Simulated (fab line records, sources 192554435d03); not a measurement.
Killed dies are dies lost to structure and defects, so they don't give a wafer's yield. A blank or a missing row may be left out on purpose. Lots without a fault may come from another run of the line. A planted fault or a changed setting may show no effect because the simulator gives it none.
Chamber matching | flow n5_finfet | N5_BEOL_M7_ETCH_62 on rie_diel-01: 4 sister chambers
The step etches SOC in N2/H2, target depth 110 nm, overetch 22 nm, time 165 s. 4 wafers are shown with their chamber, then 9 later ones without.

WAFERS WITH THEIR CHAMBER
wafer  | chamber | drypump_motor_current_A (A)
L084.4 | 2       | 5.67
L084.6 | 1       | 6.15
L089.1 | 0       | 5.68
L089.5 | 3       | 5.85

WAFERS WITHOUT THEIR CHAMBER
wafer  | drypump_motor_current_A (A)
L094.1 | 5.66
L094.2 | 5.85
L094.3 | 5.67
L094.4 | 6.15
L094.5 | 5.67
L094.6 | 6.10
L095.1 | 5.67
L095.5 | 5.71
L095.6 | 5.86

WHICH CHAMBER EACH WENT THROUGH
wafer  | from the rows above     | in truth
L094.1 | can't be placed: 2 or 0 | 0
L094.2 | 3                       | 3
L094.3 | can't be placed: 2 or 0 | 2
L094.4 | 1                       | 1
L094.5 | can't be placed: 2 or 0 | 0
L094.6 | 1                       | 1
L095.1 | can't be placed: 2 or 0 | 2
L095.5 | can't be placed: 0 or 2 | 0
L095.6 | 3                       | 3
Placed correctly: 4 of 9. Can't be placed from these rows: 5 (the true chamber is among the candidates in 5). Placed wrongly: 0.
How it was worked out, from the rows above alone: a wafer's distance from a chamber is the root of the sum, over the readings, of the square of ((its reading less the chamber's mean) divided by the reading's scatter). The wafer belongs to the nearest chamber; if the next one is less than 2 further off, it can't be placed. A chamber's mean is the mean of its shown wafers. The scatter: with one shown wafer a chamber, the root of the mean of the squares of how far each hidden wafer lies from its nearest shown one.
